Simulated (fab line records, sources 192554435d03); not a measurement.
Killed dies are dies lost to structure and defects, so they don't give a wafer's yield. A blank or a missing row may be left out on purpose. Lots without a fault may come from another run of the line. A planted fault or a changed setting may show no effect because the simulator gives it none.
fab line records | flow n5_finfet
record lots=5 wafers=15 last_day=17
route steps=1938 shown BEOL_M15@1811
lots that met no fault: from a run of the same line without faults
start_h: hours from the record's first day to the start of the lot's first wafer shown | wait_h: hours since the lot's step before | " the same as in the row above | L1.1+2: a row that stands for several wafers | - no value, or no start given | * or withheld: withheld | < > ~ a bound
route shown NAME@n: a module of which the file shows steps, and the number in the route of the first | usual: mean/standard deviation of fault-free wafers | same: alike in all rows | chamber/n: place in a boat | sites: the reading at each site | _std_site: their standard deviation | _edge_site: outer sites' mean less inner sites' | radius_mm: how far each site lies from the wafer's centre | mask NAME#n: copy n | behind: the tool/chamber that last shaped the wafer | hold: why the lot was held/for how many hours/how that ended | device: the transistor (n, p or np) that didn't switch | end of line: the same wafers' tests at the end of the route | a step without rows: its recipe alone | killed: dies lost to structure and defects at the first sort, not the wafer's yield | map: a wafer's dies, x killed, . not, _ none there
set.NAME: the setting as run; set.NAME@STEP: as run at that earlier step | model.NAME: the simulator's own value behind a step, which no gauge read
lots at some steps of the route; a table a step, a row a wafer
services: from which hour (start_h, from the record's first day; less than 0 if before it) a tool's chamber was out of use, for how many hours, and why
## steps
# step N5_BEOL_M15_STRIP_36
# recipe chemistry=O2 power_w=600 temp_c=60 pressure_mtorr=30 rf_frequency_hz=6e+07 bias_power_w=0 overash_fraction=0.3 o2_flow_sccm=225
# usual drypump_motor_current_A=5.76/0.24 oes_product_au=0.80/0.082 rf_vpp_V=3.8/0.96 showerhead_plenum_p_Torr=2.11/0.067 throttle_valve_pct=16.60/0.27
# same bias_power_w=0
# columns lot.wafer tool chamber start_h wait_h drypump_motor_current_A oes_product_au rf_hours_counter_h rf_vpp_V showerhead_plenum_p_Torr throttle_valve_pct
L075.2 rie_diel-03 2 273.90 1.1 5.71 0.84 82 3.7 2.21 16.37
L075.4 " 3 " " 5.45 0.77 147 4.8 2.01 16.80
L075.6 " 0 " " 5.58 0.86 - 3.9 2.15 16.61
L081.2 rie_diel-06 1 313.32 1.3 5.42 0.74 184 4.9 2.18 16.82
L081.4 " 0 " " 6.09 0.68 240 2.8 2.05 16.78
L081.5 " 3 " " 5.85 0.81 - 4.8 2.02 16.27
L083.1 rie_diel-05 3 337.18 0.5 5.61 0.82 64 1.9 2.11 16.57
L083.2 " 2 " " 6.07 0.68 245 3.8 1.96 16.99
L083.5 " 2 " " 6.05 0.67 - 2.7 1.96 16.95
L079.1 rie_diel-05 3 342.89 0.5 5.61 0.82 67 3.9 2.11 16.58
L079.4 " 3 " " 5.61 0.82 - 3.4 2.11 16.58
L079.5 " 2 " " 6.05 0.67 - 4.7 1.96 17.01
L091.1 rie_diel-03 3 385.52 3.3 5.46 0.72 183 6.7 2.00 16.84
L091.3 " 1 " " 6.31 0.67 227 4.5 2.17 16.56
L091.6 " 3 " " 5.47 0.73 - 4.1 2.00 16.88
# step N5_BEOL_M15_STRIP_62
# recipe chemistry=O2 power_w=600 temp_c=60 pressure_mtorr=30 rf_frequency_hz=6e+07 bias_power_w=0 overash_fraction=0.3 o2_flow_sccm=225
# usual drypump_motor_current_A=5.76/0.24 oes_product_au=0.80/0.083 rf_vpp_V=3.7/0.46 showerhead_plenum_p_Torr=2.11/0.067 throttle_valve_pct=16.60/0.27
# same bias_power_w=0
# columns lot.wafer tool chamber start_h wait_h drypump_motor_current_A oes_product_au rf_hours_counter_h rf_vpp_V showerhead_plenum_p_Torr throttle_valve_pct
L075.2 rie_diel-03 2 - - 5.71 0.85 82 3.2 2.21 16.36
L075.4 " 3 " " 5.47 0.77 147 4.1 2.01 16.81
L075.6 " 0 " " 5.62 0.86 - 4.0 2.15 16.60
L081.2 rie_diel-06 1 - - 5.41 0.73 184 3.7 2.18 16.84
L081.4 " 0 " " 6.07 0.68 240 3.2 2.05 16.80
L081.5 " 3 " " 5.83 0.80 - 4.6 2.02 16.30
L083.1 rie_diel-05 3 - - 5.63 0.83 64 3.7 2.11 16.55
L083.2 " 2 " " 6.09 0.67 245 3.9 1.96 16.99
L083.5 " 2 " " 6.07 0.67 - 3.6 1.96 16.96
L079.1 rie_diel-05 3 - - 5.61 0.84 67 3.6 2.11 16.56
L079.4 " 3 " " 5.63 0.83 - 3.9 2.11 16.56
L079.5 " 2 " " 6.07 0.67 - 3.0 1.96 16.99
L091.1 rie_diel-03 3 - - 5.46 0.74 183 3.0 2.00 16.88
L091.3 " 1 " " 6.27 0.68 227 3.3 2.17 16.55
L091.6 " 3 " " 5.45 0.74 - 3.2 2.00 16.87
# step N5_BEOL_M15_STRIP_37
# recipe chemistry=O2 power_w=600 temp_c=60 pressure_mtorr=30 rf_frequency_hz=6e+07 bias_power_w=0 overash_fraction=0.3 o2_flow_sccm=225
# usual drypump_motor_current_A=5.75/0.24 oes_product_au=0.80/0.082 rf_vpp_V=3.7/0.64 showerhead_plenum_p_Torr=2.11/0.067 throttle_valve_pct=16.60/0.27
# same bias_power_w=0
# columns lot.wafer tool chamber start_h wait_h drypump_motor_current_A oes_product_au rf_hours_counter_h rf_vpp_V showerhead_plenum_p_Torr throttle_valve_pct
L075.2 rie_diel-03 2 - - 5.72 0.84 82 3.8 2.21 16.38
L075.4 " 3 " " 5.46 0.77 147 3.7 2.01 16.81
L075.6 " 0 " " 5.63 0.86 - 3.1 2.15 16.60
L081.2 rie_diel-06 1 - - 5.40 0.74 184 4.4 2.18 16.84
L081.4 " 0 " " 6.03 0.69 240 4.5 2.05 16.78
L081.5 " 3 " " 5.80 0.81 - 4.9 2.02 16.28
L083.1 rie_diel-05 3 - - 5.62 0.84 64 3.7 2.11 16.55
L083.2 " 2 " " 6.04 0.68 245 3.9 1.96 16.97
L083.5 " 2 " " 6.07 0.68 - 5.1 1.96 16.97
L079.1 rie_diel-05 3 - - 5.64 0.84 67 4.1 2.11 16.58
L079.4 " 3 " " 5.63 0.83 - 4.0 2.11 16.57
L079.5 " 2 " " 6.02 0.67 - 3.9 1.96 16.96
L091.1 rie_diel-03 3 - - 5.48 0.74 183 3.3 2.00 16.88
L091.3 " 1 " " 6.34 0.68 227 2.6 2.17 16.57
L091.6 " 3 " " 5.46 0.73 - 3.5 2.00 16.87
# step N5_BEOL_M15_ETCH_38
# recipe chemistry=CF4/N2 target=SiCN target_depth_a=1064 taper_deg=2 time_s=120.5 ion_energy_ev=150 mask_material=SiO2 pressure_mtorr=40 source_w=430 bias_w=70 Ar_flow_sccm=100 cf4_flow_sccm=60 n2_flow_sccm=60
# usual drypump_motor_current_A=5.76/0.24 oes_product_au=0.79/0.08 rf_vpp_V=382.7/1.7 showerhead_plenum_p_Torr=2.22/0.064 throttle_valve_pct=15.39/0.25
# columns lot.wafer tool chamber start_h wait_h drypump_motor_current_A oes_product_au rf_hours_counter_h rf_vpp_V showerhead_plenum_p_Torr throttle_valve_pct
L075.2 rie_diel-03 2 - - 5.70 0.84 82 386.2 2.33 15.18
L075.4 " 3 " " 5.48 0.76 147 380.6 2.13 15.60
L075.6 " 0 " " 5.63 0.85 - 382.5 2.24 15.32
L081.2 rie_diel-06 1 - - 5.41 0.74 184 382.8 2.27 15.54
L081.4 " 0 " " 6.16 0.68 240 381.7 2.18 15.68
L081.5 " 3 " " 5.89 0.82 - 381.2 2.13 15.05
L083.1 rie_diel-05 3 - - 5.63 0.85 65 383.5 2.23 15.39
L083.2 " 2 " " 6.05 0.66 245 380.5 2.09 15.88
L083.5 " 2 " " 6.01 0.67 - 378.6 2.09 15.85
L079.1 rie_diel-05 3 - - 5.63 0.85 67 383.4 2.23 15.38
L079.4 " 3 " " 5.62 0.85 - 383.6 2.23 15.38
L079.5 " 2 " " 6.03 0.67 - 380.4 2.09 15.88
L091.1 rie_diel-03 3 - - 5.46 0.74 183 379.1 2.12 15.66
L091.3 " 1 " " 6.34 0.66 227 384.3 2.26 15.26
L091.6 " 3 " " 5.45 0.73 - 381.1 2.12 15.66
# step N5_BEOL_M15_PRECLEAN_39
# recipe chemistry=residue_remover time_s=60 temp_c=40
# columns lot.wafer tool chamber start_h wait_h
L075.2+4+6 wet_bench-06 3,4,7 274.18 -
L081.2+4+5 wet_bench-06 3,4,0 313.60 -
L083.1+2+5 wet_bench-05 3,0,4 337.46 -
L079.1+4+5 wet_bench-02 4,3,0 343.17 -
L091.1+3+6 wet_bench-05 2,5,4 385.80 -
# step N5_BEOL_M15_SRD_40
# recipe time_s=30 temp_c=23 rinse_liquid=diw dry=n2_spin spin_rpm=1500 dry_time_s=30
# columns lot.wafer tool chamber start_h wait_h
L075.2+4+6 wet_bench-06 3,4,7 274.20 0.0
L081.2+4+5 wet_bench-06 3,4,0 313.62 0.0
L083.1+2+5 wet_bench-05 3,0,4 337.47 0.0
L079.1+4+5 wet_bench-02 4,3,0 343.19 0.0
L091.1+3+6 wet_bench-05 2,5,4 385.82 0.0
# step N5_BEOL_M15_DEGAS_41
# recipe ambient=vacuum temp_c=300 time_s=60
# usual heater_power_w=463/45
# columns lot.wafer tool chamber start_h wait_h heater_power_w
L075.2 pvd_sputter-03 - 274.25 0.0 429
L075.4 " - " " 503
L075.6 " - " " 433
L081.2 pvd_sputter-01 - 313.96 0.3 478
L081.4 " - " " 427
L081.5 " - " " 474
L083.1 pvd_sputter-02 - 337.73 0.2 468
L083.2 " - " " 446
L083.5 " - " " 487
L079.1 pvd_sputter-03 - 343.55 0.3 440
L079.4 " - " " 426
L079.5 " - " " 570
L091.1 pvd_sputter-02 - 386.19 0.4 435
L091.3 " - " " 460
L091.6 " - " " 397
# step N5_BEOL_M15_PRE_CLEAN_42
# recipe gas=H2/He time_s=30 temp_c=300
# usual heater_power_w=460/44
# columns lot.wafer tool chamber start_h wait_h heater_power_w
L075.2 pvd_sputter-03 - 274.29 0.0 430
L075.4 " - " " 489
L075.6 " - " " 422
L081.2 pvd_sputter-01 - 314.00 0.0 474
L081.4 " - " " 420
L081.5 " - " " 471
L083.1 pvd_sputter-02 - 337.77 0.0 481
L083.2 " - " " 427
L083.5 " - " " 472
L079.1 pvd_sputter-03 - 343.59 0.0 433
L079.4 " - " " 434
L079.5 " - " " 557
L091.1 pvd_sputter-02 - 386.23 0.0 437
L091.3 " - " " 459
L091.6 " - " " 390
# step N5_BEOL_M15_SPUTTER_43
# recipe material=TaN target_thk_a=150 temp_c=50 bias_v=168.6 power_w=15000 chamber_pressure_pa=0.12 time_s=24.19
# usual throttle_valve_pct=30.0/0.96
# columns lot.wafer tool chamber start_h wait_h throttle_valve_pct
L075.2 pvd_sputter-03 - 274.33 0.0 30.2
L075.4 " - " " 29.4
L075.6 " - " " 30.4
L081.2 pvd_sputter-01 - 314.04 0.0 29.9
L081.4 " - " " 30.5
L081.5 " - " " 29.7
L083.1 pvd_sputter-02 - 337.81 0.0 30.6
L083.2 " - " " 32.0
L083.5 " - " " 30.5
L079.1 pvd_sputter-03 - 343.63 0.0 28.4
L079.4 " - " " 30.4
L079.5 " - " " 29.4
L091.1 pvd_sputter-02 - 386.27 0.0 32.0
L091.3 " - " " 29.1
L091.6 " - " " 29.9
# step N5_BEOL_M15_SPUTTER_44
# recipe material=Ta target_thk_a=150 temp_c=50 bias_v=80 power_w=15000 chamber_pressure_pa=0.07 time_s=24.19
# usual throttle_valve_pct=30.0/0.95
# columns lot.wafer tool chamber start_h wait_h throttle_valve_pct
L075.2 pvd_sputter-03 - 274.41 0.0 30.0
L075.4 " - " " 29.7
L075.6 " - " " 30.2
L081.2 pvd_sputter-01 - 314.12 0.0 30.1
L081.4 " - " " 30.8
L081.5 " - " " 29.7
L083.1 pvd_sputter-02 - 337.89 0.0 30.8
L083.2 " - " " 31.8
L083.5 " - " " 30.9
L079.1 pvd_sputter-03 - 343.71 0.0 28.6
L079.4 " - " " 30.0
L079.5 " - " " 29.6
L091.1 pvd_sputter-02 - 386.35 0.0 32.0
L091.3 " - " " 29.4
L091.6 " - " " 30.2
# step N5_BEOL_M15_SPUTTER_45
# recipe material=Cu target_thk_a=1000 temp_c=-20 bias_v=60 power_w=26000 chamber_pressure_pa=0.13 time_s=16.67
# usual throttle_valve_pct=30.0/0.96
# columns lot.wafer tool chamber start_h wait_h throttle_valve_pct
L075.2 pvd_sputter-03 - 274.49 0.0 29.9
L075.4 " - " " 29.5
L075.6 " - " " 30.1
L081.2 pvd_sputter-01 - 314.20 0.0 30.0
L081.4 " - " " 30.6
L081.5 " - " " 29.7
L083.1 pvd_sputter-02 - 337.97 0.0 30.4
L083.2 " - " " 32.1
L083.5 " - " " 30.6
L079.1 pvd_sputter-03 - 343.79 0.0 28.0
L079.4 " - " " 30.4
L079.5 " - " " 29.1
L091.1 pvd_sputter-02 - 386.43 0.0 31.9
L091.3 " - " " 29.6
L091.6 " - " " 30.2
# step N5_BEOL_M15_ECD_47
# recipe material=Cu target_thk_a=18600
# columns lot.wafer tool chamber start_h wait_h
L075.2+4+6 ecd_cu-02 0,1,0 274.61 0.1
L081.2+4+5 ecd_cu-02 1 314.32 0.1
L083.1+2+5 ecd_cu-01 1,0,0 338.09 0.1
L079.1+4+5 ecd_cu-01 1,0,0 343.91 0.1
L091.1+3+6 ecd_cu-01 0,1,1 386.54 0.1
# step N5_BEOL_M15_ANNEAL_48
# recipe temp_c=225 time_s=90 ambient=N2
# usual anneal_temp_c_max=226.4/0.37 wafer_temp_C_max=225.88/0.25
# columns lot.wafer tool chamber start_h wait_h anneal_temp_c_max wafer_temp_C_max
L075.2 rtp_anneal-01 0 274.96 0.3 226.3 226.04
L075.4 " 0 " " 226.3 225.66
L075.6 " 0 " " 226.2 225.90
L081.2 rtp_anneal-01 0 314.60 0.2 226.5 225.91
L081.4 " 0 " " 226.2 225.99
L081.5 " 0 " " 226.2 226.20
L083.1 rtp_anneal-01 0 338.33 0.2 226.0 225.97
L083.2 " 0 " " 226.6 225.85
L083.5 " 0 " " 226.3 226.06
L079.1 rtp_anneal-01 0 344.15 0.2 226.5 225.98
L079.4 " 0 " " 225.9 226.17
L079.5 " 0 " " 225.7 226.45
L091.1 rtp_anneal-01 0 386.79 0.2 226.2 225.82
L091.3 " 0 " " 226.3 226.23
L091.6 " 0 " " 226.2 225.98
# step N5_BEOL_M15_CMP_49
# recipe stop_on=SiO2 t_overpolish_s=4.9 down_force_psi=2 platen_rpm=80 clearing_platen_down_force_psi=2 clearing_platen_rpm=80 post_cmp_clean=cu_alkaline target_thk_nm=850 clearing_platen_pad_velocity_m_s=1.5917 pad_velocity_m_s=1.5917
# usual barrier_field_endpoint_s=11.36/0.29 clearing_platen_rpm=80.00/0.042 head_pressure_psi=1.999/0.0046 motor_current_A=8.4/0.76 overpolish_run_s=4.899/0.0092
# columns lot.wafer tool chamber start_h wait_h barrier_field_endpoint_s clearing_platen_rpm head_pressure_psi motor_current_A overpolish_run_s
L075.2 cmp-03 1 275.47 0.4 11.44 79.99 1.999 10.2 4.899
L075.4 " 2 " " 11.61 80.03 2.005 7.1 4.889
L075.6 " 0 " " 11.27 80.00 2.001 7.6 4.911
L081.4 cmp-03 3 314.93 0.2 11.35 80.09 1.996 8.6 4.894
L081.2 " 0 " " 11.68 80.00 2.003 8.0 4.899
L081.5 " 1 " " 11.57 80.09 1.989 9.9 4.889
L083.1 cmp-02 1 338.63 0.3 11.42 80.03 1.995 7.8 4.896
L083.2 " 0 " " 11.08 80.04 1.999 9.0 4.907
L083.5 " 1 " " 11.34 79.96 2.001 8.5 4.896
L079.4 cmp-01 1 344.49 0.2 11.47 80.05 1.997 8.2 4.895
L079.1 " 3 " " 11.46 80.03 1.992 8.5 4.907
L079.5 " 0 " " 11.44 80.09 2.005 8.1 4.901
L091.1 cmp-03 3 387.08 0.3 11.27 80.04 1.995 8.3 4.908
L091.3 " 0 " " 11.63 80.00 1.997 7.8 4.888
L091.6 " 3 " " 11.19 80.03 2.000 8.3 4.897
# step N5_BEOL_M15_THK_MEAS_50
# recipe thk_meas_gauge=xrf reads=Cu_of_BEOL_M15_ECD_47
# usual M15_THK=852/19
# columns lot.wafer tool chamber start_h wait_h M15_THK[nm]
L075.2 film_metro-01 - 275.73 - 842
L075.4 " - " " 856
L075.6 " - " " 841
L081.2 film_metro-02 - 315.15 - 845
L081.4 " - " " 849
L081.5 " - " " 850
L083.1 film_metro-02 - 338.94 - 807
L083.2 " - " " 855
L083.5 " - " " 870
L079.1 film_metro-02 - 344.74 - 846
L079.4 " - " " 845
L079.5 " - " " 878
L091.1 film_metro-02 - 387.38 - 830
L091.3 " - " " 841
L091.6 " - " " 840
# step N5_BEOL_M15_PRE_CLEAN_52
# recipe gas=NH3 time_s=15 temp_c=withheld rf_power_w=300
# columns lot.wafer tool chamber start_h wait_h
L075.2+4+6 pecvd-01 1,1,2 275.76 0.0
L081.2+4+5 pecvd-02 0,2,0 315.19 0.0
L083.1+2+5 pecvd-01 0,2,0 338.97 0.0
L079.1+4+5 pecvd-01 1,2,0 344.78 0.0
L091.1+3+6 pecvd-03 1,0,0 387.41 0.0
# step N5_BEOL_M15_DEP_53
# recipe material=SiCN target_thk_a=500 temp_c=withheld precursor=3MS/NH3 pressure_torr=3 rf_w=675 time_s=17.8
# usual showerhead_plenum_p_Torr=4.159/0.023 showerhead_vpp_V=1620/75 throttle_valve_pct=17.7/0.88
# columns lot.wafer tool chamber start_h wait_h showerhead_plenum_p_Torr showerhead_vpp_V throttle_valve_pct
L075.2 pecvd-01 1 275.79 0.0 4.166 1535 19.0
L075.4 " 1 " " 4.155 1494 19.0
L075.6 " 2 " " 4.163 1635 16.9
L081.2 pecvd-02 0 315.21 0.0 4.158 1736 18.8
L081.4 " 2 " " 4.189 1536 16.2
L081.5 " 0 " " 4.154 1734 19.0
L083.1 pecvd-01 0 339.00 0.0 4.180 1566 17.6
L083.2 " 2 " " 4.156 1608 16.7
L083.5 " 0 " " 4.188 1550 17.8
L079.1 pecvd-01 1 344.81 0.0 4.154 1542 18.9
L079.4 " 2 " " 4.168 1610 16.7
L079.5 " 0 " " 4.178 1573 17.6
L091.1 pecvd-03 1 387.44 0.0 4.105 1716 17.4
L091.3 " 0 " " 4.172 1659 17.6
L091.6 " 0 " " 4.192 1702 17.3
# step N5_BEOL_M15_RS_MEAS_54
# recipe thk_meas_gauge=four-point-probe reads=Cu_of_BEOL_M15_ECD_47+Ta_of_BEOL_M15_SPUTTER_44+TaN_of_BEOL_M15_SPUTTER_43
# usual M15_RS=0.0216/0.00046
# columns lot.wafer tool chamber start_h wait_h M15_RS[ohm/sq]
L075.2 film_metro-02 - 275.86 0.1 0.0217
L075.4 " - " " 0.0214
L075.6 " - " " 0.0217
L081.2 film_metro-01 - 315.28 0.1 0.0219
L081.4 " - " " 0.0217
L081.5 " - " " 0.0216
L083.1 film_metro-01 - 339.07 0.0 0.0227
L083.2 " - " " 0.0216
L083.5 " - " " 0.0212
L079.1 film_metro-01 - 344.87 0.0 0.0216
L079.4 " - " " 0.0217
L079.5 " - " " 0.0209
L091.1 film_metro-02 - 387.51 0.0 0.0218
L091.3 " - " " 0.0215
L091.6 " - " " 0.0216
# step N5_BEOL_M15_INSPECT_55
# recipe inspect_instrument=darkfield mode=post_dep
# usual raw_defect_count=71/24
# columns lot.wafer tool chamber start_h wait_h raw_defect_count
L075.2 defect_inspect-01 - 275.88 0.0 52
L075.4 " - " " 42
L075.6 " - " " 48
L081.2 defect_inspect-01 - 315.31 0.0 72
L081.4 " - " " 78
L081.5 " - " " 49
L083.1 defect_inspect-01 - 339.09 0.0 78
L083.2 " - " " 48
L083.5 " - " " 63
L079.1 defect_inspect-02 - 344.90 0.0 76
L079.4 " - " " 42
L079.5 " - " " 88
L091.1 defect_inspect-01 - 387.53 0.0 84
L091.3 " - " " 78
L091.6 " - " " 55
# step N5_BEOL_M15_RC_MEAS_101
# usual COMB_M10=1.5e-11/3.1e-12 COMB_M11=1.5e-11/3.1e-12 COMB_M12=7.1e-12/1.6e-12 COMB_M13=5.4e-12/1.2e-12 COMB_M14=4.1e-12/1.1e-12 COMB_M15=3.1e-12/9.7e-13 COMB_M5=3.7e-11/7.7e-12 COMB_M6=2.6e-11/4.7e-12 COMB_M7=2.5e-11/5.3e-12 COMB_M7_max_site=3.7e-11/8.3e-12 COMB_M8=2.5e-11/5e-12 COMB_M9=1.5e-11/3e-12 SERP_M10=3.09/0.074 SERP_M11=3.08/0.1 SERP_M12=0.641/0.02 SERP_M13=0.308/0.0057 SERP_M14=0.162/0.0036 SERP_M5=38.7/1.6 SERP_M6=13.8/0.53 SERP_M6_max_site=14.4/0.59 SERP_M7=13.9/0.6 SERP_M8=14.0/0.57 SERP_M9=3.08/0.083
# columns lot.wafer tool chamber start_h wait_h COMB_M10[S/m] COMB_M11[S/m] COMB_M12[S/m] COMB_M13[S/m] COMB_M14[S/m] COMB_M15[S/m] COMB_M5[S/m] COMB_M6[S/m] COMB_M7[S/m] COMB_M7_max_site[S/m] COMB_M8[S/m] COMB_M9[S/m] SERP_M10[ohm/um] SERP_M11[ohm/um] SERP_M12[ohm/um] SERP_M13[ohm/um] SERP_M14[ohm/um] SERP_M5[ohm/um] SERP_M6[ohm/um] SERP_M6_max_site[ohm/um] SERP_M7[ohm/um] SERP_M8[ohm/um] SERP_M9[ohm/um]
L075.2 prober-01 0 276.06 0.2 1.5e-11 1.7e-11 8.1e-12 6.4e-12 5.4e-12 3.5e-12 4.5e-11 2.5e-11 2.4e-11 3.1e-11 2.7e-11 1.64e-11 3.14 3.23 0.616 0.307 0.159 38.9 13.8 14.4 13.7 13.1 3.05
L075.4 " 0 " " 1.4e-11 2e-11 8.3e-12 6.5e-12 5.2e-12 4.2e-12 4.7e-11 2.4e-11 2.2e-11 2.8e-11 2.6e-11 1.57e-11 3.02 3.14 0.619 0.305 0.156 41.1 14.1 14.7 13.3 14.0 3.04
L075.6 " 0 " " 1.5e-11 1.5e-11 6.4e-12 6.5e-12 5e-12 4.1e-12 3.9e-11 3.1e-11 3.3e-11 4.8e-11 2.7e-11 1.5e-11 3.07 3.08 0.620 0.308 0.161 37.9 13.5 13.8 14.0 13.7 2.99
L081.2 prober-01 0 315.49 0.2 1.5e-11 1.5e-11 5.8e-12 6e-12 5.4e-12 4e-12 3.1e-11 2.9e-11 2.4e-11 4.4e-11 2.1e-11 1.47e-11 2.96 3.06 0.645 0.307 0.161 40.6 14.0 14.8 14.5 14.5 3.02
L081.4 " 0 " " 1.4e-11 1.5e-11 6.1e-12 4.6e-12 4.1e-12 4.8e-12 4.2e-11 2.6e-11 3.3e-11 5.1e-11 2.8e-11 1.95e-11 3.01 2.99 0.654 0.307 0.160 39.4 13.5 14.2 14.3 14.3 3.06
L081.5 " 0 " " 1.2e-11 1.4e-11 6.7e-12 6.5e-12 5.3e-12 4.3e-12 4.6e-11 2.9e-11 2.5e-11 4.5e-11 2.3e-11 1.43e-11 3.10 3.01 0.677 0.302 0.158 37.9 14.5 15.2 14.4 13.9 3.00
L083.1 prober-01 0 339.12 0.0 1.2e-11 1.4e-11 7.4e-12 5.3e-12 5e-12 3.9e-12 4.7e-11 2.4e-11 2.8e-11 4.5e-11 2.1e-11 1.4e-11 3.07 3.07 0.618 0.305 0.163 38.4 13.4 14.0 13.6 13.5 3.17
L083.2 " 0 " " 1.5e-11 1.4e-11 6.9e-12 5.2e-12 5.5e-12 5.1e-12 3.7e-11 2.5e-11 2.5e-11 3.5e-11 2.9e-11 1.95e-11 3.08 2.98 0.618 0.309 0.164 38.0 14.3 14.6 13.3 13.7 3.08
L083.5 " 0 " " 1.6e-11 1.9e-11 7.4e-12 5.1e-12 4.5e-12 4.1e-12 3.8e-11 2.7e-11 2.7e-11 3.8e-11 2.2e-11 9.9e-12 3.23 2.98 0.610 0.302 0.163 39.8 14.0 14.6 13.9 13.6 2.94
L079.1 prober-01 0 344.92 0.0 1.3e-11 1.7e-11 8.5e-12 6.5e-12 5.3e-12 3.4e-12 3.1e-11 2.8e-11 1.9e-11 2.8e-11 2.3e-11 1.74e-11 3.03 2.92 0.609 0.309 0.165 38.6 13.7 13.9 13.6 13.5 3.17
L079.4 " 0 " " 1.7e-11 1.3e-11 7.2e-12 6.2e-12 5e-12 3.6e-12 3.5e-11 2.1e-11 2.1e-11 2.9e-11 3.1e-11 1.38e-11 2.99 3.00 0.635 0.323 0.159 40.3 13.0 13.7 14.0 13.6 3.00
L079.5 " 0 " " 1.3e-11 1.5e-11 7.6e-12 5.7e-12 5.2e-12 3.4e-12 3.6e-11 1.8e-11 2.1e-11 3.2e-11 4e-11 2.45e-11 3.16 3.17 0.637 0.317 0.160 38.4 13.6 14.5 14.0 14.0 3.09
L091.1 prober-02 0 387.56 0.0 1.3e-11 1.3e-11 4.1e-12 5.8e-12 3.4e-12 2.3e-12 2.6e-11 1.5e-11 2e-11 3.3e-11 2.1e-11 1.46e-11 3.03 3.26 0.619 0.309 0.163 41.0 13.7 14.2 12.9 14.0 3.03
L091.3 " 0 " " 1.4e-11 1.3e-11 7.2e-12 4e-12 3.5e-12 2.9e-12 3.3e-11 1.8e-11 1.8e-11 2.2e-11 2.2e-11 1.47e-11 3.03 3.07 0.627 0.312 0.159 36.4 13.5 14.0 13.1 14.2 3.05
L091.6 " 0 " " 1e-11 1.2e-11 6.1e-12 3.8e-12 3.1e-12 2.5e-12 3.3e-11 2.6e-11 4.1e-11 4.5e-11 2.7e-11 1.17e-11 2.96 3.25 0.614 0.308 0.162 36.8 14.2 15.0 13.0 13.9 3.02
## services
# columns tool chamber start_h hours kind
rie_diel-06 2 252.13 10.8 repair
pecvd-03 - 255.45 3.2 repair
rie_diel-06 0 256.55 7.3 repair
rie_diel-06 1 257.61 3.4 repair
ecd_cu-02 - 259.33 1.6 repair
cmp-01 - 263.20 0.5 repair
rie_diel-03 1 264.32 8.9 repair
pecvd-03 0 264.70 12.5 repair
rie_diel-05 - 264.84 14.6 pm
pvd_sputter-01 - 272.12 7.8 repair
pecvd-03 0 286.79 6.2 repair
pecvd-03 1 289.53 4.4 repair
rie_diel-06 3 291.33 1.9 repair
wet_bench-05 - 298.90 3.9 repair
cmp-03 - 299.96 2.0 repair
cmp-03 - 303.94 4.4 pm
rie_diel-05 1 312.03 4.2 repair
rie_diel-05 - 329.63 7.5 repair
wet_bench-02 - 349.54 5.2 repair
pvd_sputter-01 - 353.12 1.8 repair
cmp-03 - 364.38 5.4 repair
rie_diel-05 3 365.69 3.9 repair
rie_diel-06 0 369.06 18.3 repair
pecvd-02 - 385.94 0.4 repair
## key
fault none
